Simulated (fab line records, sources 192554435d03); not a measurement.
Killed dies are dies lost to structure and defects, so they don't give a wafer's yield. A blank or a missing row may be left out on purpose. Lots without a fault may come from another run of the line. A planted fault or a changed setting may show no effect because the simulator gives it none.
Chamber matching | flow n5_finfet | N5_SD_EPI_N_LINER_46 on ald_sin-03: 4 sister chambers
The step material SiNx, target thk 3 nm. 4 wafers are shown with their chamber, then 8 later ones without.

WAFERS WITH THEIR CHAMBER
wafer  | chamber | heater_power_w (W)
L082.1 | 2       | 1006
L082.4 | 3       | 794
L082.5 | 0       | 882
L091.1 | 1       | 823

WAFERS WITHOUT THEIR CHAMBER
wafer  | heater_power_w (W)
L091.4 | 885
L091.5 | 815
L094.1 | 791
L094.2 | 819
L094.3 | 974
L094.4 | 895
L094.5 | 1042
L094.6 | 794

WHICH CHAMBER EACH WENT THROUGH
wafer  | from the rows above     | in truth
L091.4 | 0                       | 0
L091.5 | can't be placed: 1 or 3 | 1
L094.1 | can't be placed: 3 or 1 | 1
L094.2 | can't be placed: 1 or 3 | 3
L094.3 | 2                       | 2
L094.4 | 0                       | 0
L094.5 | 2                       | 2
L094.6 | can't be placed: 3 or 1 | 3
Placed correctly: 4 of 8. Can't be placed from these rows: 4 (the true chamber is among the candidates in 4). Placed wrongly: 0.
How it was worked out, from the rows above alone: a wafer's distance from a chamber is the root of the sum, over the readings, of the square of ((its reading less the chamber's mean) divided by the reading's scatter). The wafer belongs to the nearest chamber; if the next one is less than 2 further off, it can't be placed. A chamber's mean is the mean of its shown wafers. The scatter: with one shown wafer a chamber, the root of the mean of the squares of how far each hidden wafer lies from its nearest shown one.
